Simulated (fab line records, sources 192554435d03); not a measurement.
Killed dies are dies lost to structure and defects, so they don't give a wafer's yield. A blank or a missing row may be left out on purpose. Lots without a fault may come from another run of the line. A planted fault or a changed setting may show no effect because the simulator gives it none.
Chamber matching | flow n5_finfet | N5_BEOL_M5_CURE_79 on uv_cure-03: 3 sister chambers
The step cures SiCOH lowk, time 240 s. 6 wafers are shown with their chamber, then 9 later ones without.

WAFERS WITH THEIR CHAMBER
wafer  | chamber | wafer_temp_C_max | lamp_power_pct (%)
L082.4 | 2       | 385.8            | 52.38
L082.5 | 2       | 385.6            | 52.36
L084.3 | 0       | 386.0            | 52.28
L084.4 | 0       | 385.8            | 52.27
L083.5 | 1       | 388.6            | 52.31
L083.6 | 1       | 387.3            | 52.32

WAFERS WITHOUT THEIR CHAMBER
wafer  | wafer_temp_C_max | lamp_power_pct (%)
L087.1 | 388.5            | 52.21
L087.3 | 388.4            | 52.34
L087.4 | 388.4            | 52.36
L089.1 | 386.7            | 52.33
L089.2 | 385.6            | 52.34
L089.3 | 385.8            | 52.34
L097.3 | 388.0            | 52.22
L097.4 | 388.1            | 52.29
L097.5 | 387.9            | 52.35

WHICH CHAMBER EACH WENT THROUGH
wafer  | from the rows above     | in truth
L087.1 | 0                       | 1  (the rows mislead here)
L087.3 | 1                       | 1
L087.4 | can't be placed: 1 or 2 | 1
L089.1 | can't be placed: 1 or 2 | 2
L089.2 | can't be placed: 2 or 1 | 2
L089.3 | can't be placed: 2 or 1 | 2
L097.3 | 0                       | 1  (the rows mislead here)
L097.4 | can't be placed: 1 or 0 | 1
L097.5 | can't be placed: 1 or 2 | 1
Placed correctly: 1 of 9. Can't be placed from these rows: 6 (the true chamber is among the candidates in 6). Placed wrongly: 2.
How it was worked out, from the rows above alone: a wafer's distance from a chamber is the root of the sum, over the readings, of the square of ((its reading less the chamber's mean) divided by the reading's scatter). The wafer belongs to the nearest chamber; if the next one is less than 2 further off, it can't be placed. A chamber's mean is the mean of its shown wafers. The scatter: the root of (the sum of the squares of (reading less its chamber's mean) over the shown wafers, divided by (wafers less chambers)).
